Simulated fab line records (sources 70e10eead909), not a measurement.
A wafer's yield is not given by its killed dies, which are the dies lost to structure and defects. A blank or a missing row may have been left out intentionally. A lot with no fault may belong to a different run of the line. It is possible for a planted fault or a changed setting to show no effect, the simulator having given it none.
fab line records	flow nand-harc
[record] lots = 6	wafers = 18	last-day = 34
route steps=1302 shown A_CHANNEL_HOLE_D2@608 A_CHANNEL_FILL_D2@610 END@1302
lots untouched by any fault: they come from a run of this same line in which no faults occurred
start-h: hours from the record's first day to the start of the lot's first wafer shown	wait-h: hours elapsed since this lot's preceding step	" the same as in the row above	L1.1+2: a single row standing in for several wafers	- no value, or no start given	* or withheld: withheld	< > ~ a bound
route shown NAME@n: NAME is a module with steps in the file, n the number in the route of the first one	usual: the fault-free wafers' mean and standard deviation	same: alike in all rows	chamber/n: place in a boat	sites: per-site readings	_std_site: standard deviation across them	_edge_site: the outer-site mean with the inner-site mean subtracted	radius-mm: how far each site lies from the wafer's centre	mask NAME#n: copy n	behind: the tool/chamber that last shaped the wafer	hold: what put the lot on hold/how long, in hours/how the hold closed	device: transistor that didn't switch, given as n, p or np	end of line: the route-end tests of the same wafers	where a step has no rows: the recipe by itself	killed: dies that structure and defects cost at the first sort, which is not the same as the wafer's yield	map: the dies of a wafer, with x for killed, . for not killed, _ for no die there
set.NAME: the setting that was run; set.NAME@STEP: the one run at that earlier step	model.NAME: the simulator's own value behind a step, which no gauge read
a table for each step, a row for each wafer; lots at some steps of the route
services: when a tool's chamber went out of use (start-h, in hours from the record's first day, below 0 if earlier), for how many hours, and the reason
[[steps]]
[step NHARC_A_CHANNEL_HOLE_D2_XSEM_32]
[recipe] landing-energy-ev = 35000
[usual] bot-cd-nm = 74.4/1.5	bow-nm = 8.63/0.24	tilt-deg = 0.07/0.044
lot.wafer	tool	chamber	start-h	wait-h	bot-cd-nm	bow-nm	tilt-deg
L360.1	xsem-01	0	344.18	0.1	74.3	8.71	0.07
L360.4	"	0	"	"	73.3	8.68	0.07
L360.5	"	0	"	"	72.6	8.67	0.07
L362.1	xsem-02	0	367.20	0.1	74.9	8.47	0.06
L362.2	"	0	"	"	75.9	8.47	0.06
L362.5	"	0	"	"	75.8	8.56	0.06
L369.1	xsem-01	0	421.98	0.1	76.6	9.42	0.04
L369.2	"	0	"	"	75.9	9.44	0.03
L369.4	"	0	"	"	75.8	9.46	0.03
L370.1	xsem-02	0	444.93	0.1	74.4	8.89	0.09
L370.2	"	0	"	"	76.3	8.84	0.09
L370.5	"	0	"	"	72.4	8.91	0.09
L374.3	xsem-02	0	478.87	0.1	76.3	8.47	0.13
L374.4	"	0	"	"	75.6	8.37	0.13
L374.5	"	0	"	"	75.7	8.37	0.13
L379.1	xsem-01	0	544.27	0.1	76.3	8.67	0.08
L379.3	"	0	"	"	73.5	8.68	0.08
L379.4	"	0	"	"	74.6	8.71	0.08
[step NHARC_A_CHANNEL_HOLE_D2_INSPECT_40]
[usual] raw-defect-count = 290/94
lot.wafer	tool	chamber	start-h	wait-h	raw-defect-count
L360.1	defect-inspect-02	-	344.28	-	184
L360.4	"	-	"	"	272
L360.5	"	-	"	"	261
L362.1	defect-inspect-02	-	367.30	-	331
L362.2	"	-	"	"	419
L362.5	"	-	"	"	518
L369.1	defect-inspect-01	-	422.08	-	220
L369.2	"	-	"	"	297
L369.4	"	-	"	"	352
L370.1	defect-inspect-01	-	445.03	-	290
L370.2	"	-	"	"	248
L370.5	"	-	"	"	229
L374.3	defect-inspect-01	-	478.96	-	210
L374.4	"	-	"	"	367
L374.5	"	-	"	"	220
L379.1	defect-inspect-02	-	544.37	-	374
L379.3	"	-	"	"	330
L379.4	"	-	"	"	264
[step NHARC_A_CHANNEL_FILL_D2_PRECLEAN_00]
[recipe] time-s = *	temp-c = 50	bath-age-min = 0	chemistry = SC1
[step NHARC_A_CHANNEL_FILL_D2_SRD_01]
[step NHARC_A_CHANNEL_FILL_D2_ALD_02]
[recipe] target-thk-a = 60	pulse-time-s = 10	ald-cycles = 60	temp-c = 300	material = SiO2
[usual] heater-power-w = 425/36	precursor-pulse-height-rel = 1.000/0.021
lot.wafer	tool	chamber	start-h	wait-h	heater-power-w	precursor-pulse-height-rel	since-wet-clean-h
L360.1	ald-hk-03	1	344.47	-	375	0.971	123
L360.4	"	0	"	"	432	1.043	123
L360.5	"	2	"	"	436	1.010	-
L362.2	ald-hk-01	0	367.64	-	420	0.993	60
L362.1	"	1	"	"	404	0.990	61
L362.5	"	3	"	"	439	1.001	-
L369.2	ald-hk-01	3	422.35	-	444	0.982	115
L369.4	"	0	"	"	410	0.974	115
L369.1	"	1	"	"	406	1.022	115
L370.1	ald-hk-01	0	445.31	-	420	1.029	138
L370.2	"	1	"	"	400	0.964	138
L370.5	"	3	"	"	427	1.007	-
L374.3	ald-hk-03	0	479.15	-	441	1.002	79
L374.4	"	2	"	"	429	0.977	79
L374.5	"	1	"	"	357	1.010	-
L379.4	ald-hk-02	3	544.56	-	480	1.030	7
L379.3	"	0	"	"	413	0.995	7
L379.1	"	2	"	"	393	0.998	7
[step NHARC_A_CHANNEL_FILL_D2_ALD_03]
[recipe] target-thk-a = 60	pulse-time-s = 60	ald-cycles = 58	temp-c = 630	pressure-torr = 2	material = SiNx
[usual] precursor-pulse-height-rel = 1.003/0.02
lot.wafer	tool	chamber	start-h	wait-h	precursor-pulse-height-rel
L360.1	ald-sin-batch-03	0	-	-	1.007
L360.4	"	0	"	"	1.002
L360.5	"	0	"	"	0.971
L362.1	ald-sin-batch-01	0	-	-	0.992
L362.2	"	0	"	"	0.971
L362.5	"	0	"	"	1.032
L369.1	ald-sin-batch-02	0	-	-	0.972
L369.2	"	0	"	"	0.998
L369.4	"	0	"	"	0.955
L370.1	ald-sin-batch-02	0	-	-	0.999
L370.2	"	0	"	"	0.967
L370.5	"	0	"	"	1.019
L374.3	ald-sin-batch-01	0	-	-	1.004
L374.4	"	0	"	"	1.002
L374.5	"	0	"	"	1.044
L379.1	ald-sin-batch-03	0	-	-	1.036
L379.3	"	0	"	"	1.027
L379.4	"	0	"	"	0.983
[step NHARC_A_CHANNEL_FILL_D2_ALD_14]
[recipe] target-thk-a = 25	pulse-time-s = 10	ald-cycles = 25	temp-c = 300	material = SiO2
[step NHARC_A_CHANNEL_FILL_D2_ALD_15]
[recipe] target-thk-a = 20	pulse-time-s = 60	ald-cycles = 19	temp-c = 630	pressure-torr = 2	material = SiNx
[usual] precursor-pulse-height-rel = 0.998/0.02
lot.wafer	tool	chamber	start-h	wait-h	precursor-pulse-height-rel
L360.1	ald-sin-batch-03	0	-	-	0.969
L360.4	"	0	"	"	1.040
L360.5	"	0	"	"	0.969
L362.1	ald-sin-batch-02	0	-	-	1.025
L362.2	"	0	"	"	0.979
L362.5	"	0	"	"	0.987
L369.1	ald-sin-batch-02	0	-	-	1.013
L369.2	"	0	"	"	1.013
L369.4	"	0	"	"	1.009
L370.1	ald-sin-batch-01	0	-	-	1.002
L370.2	"	0	"	"	1.016
L370.5	"	0	"	"	1.020
L374.3	ald-sin-batch-01	0	-	-	0.989
L374.4	"	0	"	"	0.983
L374.5	"	0	"	"	1.010
L379.1	ald-sin-batch-01	0	-	-	1.037
L379.3	"	0	"	"	0.996
L379.4	"	0	"	"	1.002
[step NHARC_A_CHANNEL_FILL_D2_ALD_16]
[recipe] target-thk-a = 15	pulse-time-s = 10	ald-cycles = 15	temp-c = 300	material = SiO2
[step NHARC_A_CHANNEL_FILL_D2_ANNEAL_17]
[recipe] temp-c = 850	time-s = 1800
[step NHARC_A_CHANNEL_FILL_D2_CVD_18]
[recipe] target-thk-a = 30	temp-c = 550	material = poly-Si
[step NHARC_A_CHANNEL_FILL_D2_ETCHBACK_19]
[recipe] target-depth-a = 50	time-s = 1.7	hbr-flow-sccm = 150	cl2-flow-sccm = 50	rf-w = 400	icp-w = 400	bias-w = 100	chemistry = HBr/Cl2
[usual] drypump-motor-current-A = 5.9/0.41	he-backside-leak-sccm = 2.70/0.22	oes-product-au = 1.000/0.01	throttle-valve-pct = 26.406/0.0097
lot.wafer	tool	chamber	start-h	wait-h	drypump-motor-current-A	he-backside-leak-sccm	oes-product-au	rf-hours-counter-h	throttle-valve-pct
L360.4	rie-si-04	1	368.75	0.4	6.2	2.42	1.000	0.12	26.399
L360.1	"	2	"	"	5.0	2.37	1.004	0.12	26.406
L360.5	"	2	"	"	5.0	2.46	0.992	-	26.399
L362.1	rie-si-06	2	391.62	0.4	6.1	3.10	1.000	0.87	26.405
L362.2	"	3	"	"	6.3	2.64	0.979	0.78	26.399
L362.5	"	1	"	"	6.1	2.69	1.003	-	26.418
L369.4	rie-si-04	3	445.76	0.4	5.8	2.61	1.002	0.60	26.405
L369.1	"	1	"	"	6.2	2.31	1.001	0.79	26.402
L369.2	"	2	"	"	5.0	2.42	0.996	0.67	26.398
L370.2	rie-si-04	2	469.33	0.4	5.0	2.51	0.994	0.77	26.408
L370.1	"	3	"	"	5.8	2.72	1.027	0.68	26.391
L370.5	"	3	"	"	5.9	3.08	1.019	-	26.414
L374.4	rie-si-06	1	506.11	0.4	6.1	2.72	1.021	0.35	26.410
L374.3	"	2	"	"	6.1	2.80	0.989	0.42	26.415
L374.5	"	2	"	"	6.2	2.92	1.001	-	26.420
L379.1	rie-si-06	3	568.64	0.4	6.3	2.39	0.987	0.70	26.403
L379.4	"	0	"	"	5.2	2.62	1.007	0.84	26.422
L379.3	"	1	"	"	6.1	2.71	1.006	0.79	26.410
[step NHARC_A_CHANNEL_FILL_D2_ETCHBACK_20]
[recipe] target-depth-a = 270	time-s = 13.5	c4f8-flow-sccm = withheld	o2-flow-sccm = 8	ar-flow-sccm = withheld	rf-w = 600	bias-w = 1500	chemistry = C4F8/O2/Ar
[usual] oes-product-au = 0.988/0.028	rf-vpp-V = 980/6.5	run-length-s = 34.7/0.41
lot.wafer	tool	chamber	start-h	wait-h	oes-product-au	rf-hours-counter-h	rf-vpp-V	run-length-s
L360.4	rie-diel-09	0	368.88	-	1.001	1	977	34.5
L360.1	"	3	"	"	0.986	1	981	34.7
L360.5	"	1	"	"	1.006	-	981	34.3
L362.1	rie-diel-05	1	391.74	-	1.005	3	981	34.3
L362.2	"	2	"	"	1.000	3	987	35.0
L362.5	"	3	"	"	0.990	-	987	34.4
L369.2	rie-diel-05	0	445.89	-	0.985	1	972	32.5
L369.1	"	1	"	"	1.007	1	981	34.6
L369.4	"	2	"	"	0.976	1	988	35.3
L370.2	rie-diel-05	3	469.46	-	0.912	1	987	32.0
L370.1	"	0	"	"	0.928	1	970	35.0
L370.5	"	3	"	"	0.915	-	989	31.9
L374.3	rie-diel-09	0	506.24	-	0.999	0	977	34.7
L374.4	"	3	"	"	1.009	0	980	35.0
L374.5	"	0	"	"	1.007	-	977	34.4
L379.4	rie-diel-05	1	568.75	-	0.975	4	980	34.7
L379.3	"	3	"	"	0.961	4	988	34.7
L379.1	"	0	"	"	0.958	4	972	35.0
[step NHARC_A_CHANNEL_FILL_D2_STRIP_28]
[recipe] time-s = 20	o2-flow-sccm = 500	ar-flow-sccm = 0	bias-w = 0	chemistry = O2
[step NHARC_END_SORT_01]
[recipe] temp-c = 25
[usual] killed-at-array = 52/17	killed-at-other = 0.9/1.2	killed-at-periphery = 3.9/2.7	killed-dies = 57/16	killed-open = 3.3/1.9	killed-short = 2.5/1.5
[same] gross-dies = 677
lot.wafer	tool	chamber	start-h	wait-h	killed-at-array	killed-at-other	killed-at-periphery	killed-dies	killed-open	killed-short
L360.1	prober-01	0	597.40	2.5	56	1	2	59	4	2
L360.4	prober-01	0	599.79	3.4	58	0	1	59	5	5
L360.5	prober-01	0	600.59	3.7	64	0	3	67	4	5
L362.1	prober-02	0	622.24	2.5	69	1	1	71	11	4
L362.2	prober-02	0	623.04	2.8	56	0	2	58	3	3
L362.5	prober-02	0	625.44	3.7	75	0	1	76	8	1
L369.4	prober-01	0	679.94	3.4	65	2	6	73	2	0
L370.1	prober-02	0	696.18	2.5	21	0	5	26	5	1
L370.2	prober-02	0	696.97	2.8	30	1	6	37	3	5
L370.5	prober-02	0	699.36	3.7	20	0	3	23	1	3
L374.3	prober-01	0	742.93	3.1	45	4	5	54	4	2
L374.4	prober-01	0	743.71	3.4	61	2	2	65	4	5
L374.5	prober-01	0	744.50	3.6	59	1	5	65	2	2
L379.1	prober-01	0	806.00	2.5	61	0	2	63	6	0
L379.3	prober-01	0	807.58	3.1	47	1	1	49	3	2
L379.4	prober-01	0	808.37	3.4	53	0	4	57	2	3
// killed by level:class
L360.1 A_CHANNEL_HOLE_D2:chamber-film-flake=26 A_SLIT:chamber-film-flake=21 A_CHANNEL_HOLE_D1:chamber-film-flake=2 P_STI:geometric-particle:open=1 P_CONTACT:geometric-particle:short=1 A_DECK1_JOINT:geometric-particle:open=1 A_CONTACT:geometric-particle:open=1 A_M0:geometric-particle:short=1
L360.4 A_CHANNEL_HOLE_D2:chamber-film-flake=31 A_SLIT:chamber-film-flake=12 A_CHANNEL_HOLE_D1:geometric-particle:short=2 A_ONON_D2:geometric-particle:open=2 A_CHANNEL_HOLE_D1:chamber-film-flake=2 A_STAIRCASE:chamber-film-flake=2 P_GATE:geometric-particle:short=1 A_ONON_D1:geometric-particle:short=1
L360.5 A_CHANNEL_HOLE_D2:chamber-film-flake=40 A_SLIT:chamber-film-flake=13 A_CONTACT:chamber-film-flake=2 P_GATE:geometric-particle:open=1 P_M1:geometric-particle:open=1 P_M2:geometric-particle:short=1 A_ONON_D1:geometric-particle:short=1 A_CHANNEL_FILL_D1:geometric-particle:short=1
L362.1 A_CHANNEL_HOLE_D1:chamber-film-flake=27 A_CHANNEL_HOLE_D2:chamber-film-flake=24 A_DECK1_JOINT:geometric-particle:open=2 A_CHANNEL_HOLE_D2:geometric-particle:open=2 P_M0:geometric-particle:open=1 A_SOURCE_PLATE:geometric-particle:open=1 A_ONON_D1:geometric-particle:open=1 A_ONON_D1:geometric-particle:short=1
L362.2 A_CHANNEL_HOLE_D1:chamber-film-flake=23 A_CHANNEL_HOLE_D2:chamber-film-flake=20 A_STAIRCASE:chamber-film-flake=2 A_CONTACT:chamber-film-flake=2 A_DECK1_JOINT:geometric-particle:open=1 A_CHANNEL_FILL_D2:geometric-particle:open=1 A_SGD_CUT:geometric-particle:short=1 A_WL_FILL:geometric-particle:short=1
L362.5 A_CHANNEL_HOLE_D1:chamber-film-flake=31 A_CHANNEL_HOLE_D2:chamber-film-flake=29 A_CONTACT:chamber-film-flake=4 A_ONON_D1:geometric-particle:open=2 A_CHANNEL_FILL_D1:geometric-particle:open=2 A_M0:geometric-particle:open=2 A_DECK1_JOINT:geometric-particle:short=1 A_WL_FILL:geometric-particle:open=1
L369.4 A_CHANNEL_HOLE_D1:chamber-film-flake=32 A_CHANNEL_HOLE_D2:chamber-film-flake=18 A_SLIT:chamber-film-flake=8 A_CONTACT:chamber-film-flake=3 P_STI:chamber-film-flake=2 P_M1:chamber-film-flake=2 THIN_TSV:chamber-film-flake=2 A_M0:geometric-particle:open=1
L370.1 A_CHANNEL_HOLE_D1:chamber-film-flake=4 A_CONTACT:chamber-film-flake=3 P_BONDPAD:chamber-film-flake=2 A_CHANNEL_FILL_D1:chamber-film-flake=2 A_STAIRCASE:chamber-film-flake=2 A_SLIT:chamber-film-flake=2 A_WL_FILL:chamber-film-flake=2 P_CONTACT:geometric-particle:open=1
L370.2 A_CHANNEL_HOLE_D1:chamber-film-flake=14 P_BONDPAD:chamber-film-flake=3 A_STAIRCASE:chamber-film-flake=3 A_SLIT:chamber-film-flake=3 A_WL_FILL:chamber-film-flake=3 A_CHANNEL_FILL_D1:geometric-particle:short=2 P_CONTACT:geometric-particle:open=1 P_M1:geometric-particle:open=1
L370.5 A_CHANNEL_HOLE_D1:chamber-film-flake=5 A_STAIRCASE:chamber-film-flake=3 A_CONTACT:chamber-film-flake=3 A_WL_FILL:chamber-film-flake=2 A_CHANNEL_HOLE_D1:geometric-particle:short=1 A_CHANNEL_FILL_D1:geometric-particle:short=1 A_CHANNEL_HOLE_D2:geometric-particle:short=1 A_BLC:geometric-particle:open=1
L374.3 A_CHANNEL_HOLE_D1:chamber-film-flake=22 A_SLIT:chamber-film-flake=10 A_STAIRCASE:chamber-film-flake=6 P_M1:chamber-film-flake=4 THIN_TSV:chamber-film-flake=3 P_CONTACT:geometric-particle:open=1 A_CHANNEL_HOLE_D2:geometric-particle:open=1 A_CHANNEL_FILL_D2:geometric-particle:open=1
L374.4 A_CHANNEL_HOLE_D1:chamber-film-flake=32 A_SLIT:chamber-film-flake=12 A_CONTACT:chamber-film-flake=3 A_CONTACT:geometric-particle:open=2 A_CHANNEL_FILL_D2:chamber-film-flake=2 THIN_TSV:chamber-film-flake=2 P_GATE:geometric-particle:short=1 A_ONON_D1:geometric-particle:short=1
L374.5 A_CHANNEL_HOLE_D1:chamber-film-flake=38 A_SLIT:chamber-film-flake=12 A_CONTACT:chamber-film-flake=3 P_M1:chamber-film-flake=2 P_CONTACT:geometric-particle:open=1 A_ONON_D1:geometric-particle:short=1 A_CHANNEL_FILL_D1:geometric-particle:short=1 A_M0:geometric-particle:open=1
L379.1 A_CHANNEL_HOLE_D1:chamber-film-flake=21 A_CHANNEL_HOLE_D2:chamber-film-flake=11 A_SLIT:chamber-film-flake=9 A_CONTACT:chamber-film-flake=9 A_SGD_CUT:chamber-film-flake=4 A_CHANNEL_FILL_D1:geometric-particle:open=3 P_CONTACT:geometric-particle:open=2 A_STAIRCASE:chamber-film-flake=2
L379.3 A_SLIT:chamber-film-flake=13 A_CHANNEL_HOLE_D2:chamber-film-flake=11 A_CONTACT:chamber-film-flake=7 A_SGD_CUT:chamber-film-flake=6 A_STAIRCASE:chamber-film-flake=4 A_M1:geometric-particle:open=2 P_CONTACT:geometric-particle:open=1 A_WL_FILL:geometric-particle:short=1
L379.4 A_CHANNEL_HOLE_D2:chamber-film-flake=21 A_CHANNEL_HOLE_D1:chamber-film-flake=11 A_CONTACT:chamber-film-flake=6 A_SLIT:chamber-film-flake=6 A_SGD_CUT:chamber-film-flake=4 P_STI:chamber-film-flake=2 A_STAIRCASE:chamber-film-flake=2 P_GATE:geometric-particle:open=1
[[services]]
tool	chamber	start-h	hours	kind
ald-hk-01	-	331.98	1.9	repair
rie-si-04	-	342.00	9.0	pm
rie-si-06	2	345.79	4.1	repair
rie-si-04	0	358.20	8.5	repair
xsem-01	-	374.00	14.0	pm
ald-hk-03	-	390.07	10.0	pm
rie-diel-09	3	396.33	8.1	repair
rie-diel-05	-	397.65	1.8	repair
rie-diel-05	-	406.60	9.0	pm
rie-diel-05	3	416.82	3.4	repair
rie-si-06	-	426.00	9.0	pm
rie-diel-05	-	456.46	0.4	repair
ald-hk-01	-	475.29	10.0	pm
rie-si-06	1	481.39	16.6	repair
rie-si-06	-	495.72	0.5	repair
rie-diel-09	-	497.10	9.0	pm
ald-sin-batch-03	-	498.33	40.1	repair
ald-sin-batch-01	-	506.00	26.0	pm
ald-sin-batch-02	-	507.15	21.0	repair
rie-si-06	3	510.27	3.4	repair
rie-si-04	-	519.00	9.0	pm
ald-hk-03	-	540.34	2.7	repair
ald-sin-batch-02	-	547.07	2.9	repair
rie-si-06	2	558.00	6.9	repair
[[key]]
[first-sign] step = NHARC_A_CHANNEL_FILL_D2_ETCHBACK_20	reading = run-length-s	direction = down	sigmas = 6.4	usual = *	struck = *
effect none on later readings
met-at NHARC_A_CHANNEL_FILL_D2_ETCHBACK_20
struck-wafers L369.2,L370.2,L370.5
tester-left-out L369,L370
onset-between 391.74 445.89
[fault] kind = process-parameter-drift	tool = rie-diel-05	chamber = -	onset-h = 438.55	steps = NHARC_A_CHANNEL_FILL_D2_ETCHBACK_20	channel = time-s	offset = *	shape = step	end-h = 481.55	scope = struck-wafers-only	acts-in = *	stated = *
// tester-left-out: of these lots the tester's yield and bins aren't shown, on N5 and GAA mostly nor the transistor test; their killed dies are dies lost to structure and defects alone, not to doping, threshold or leakage, so they don't give the yield
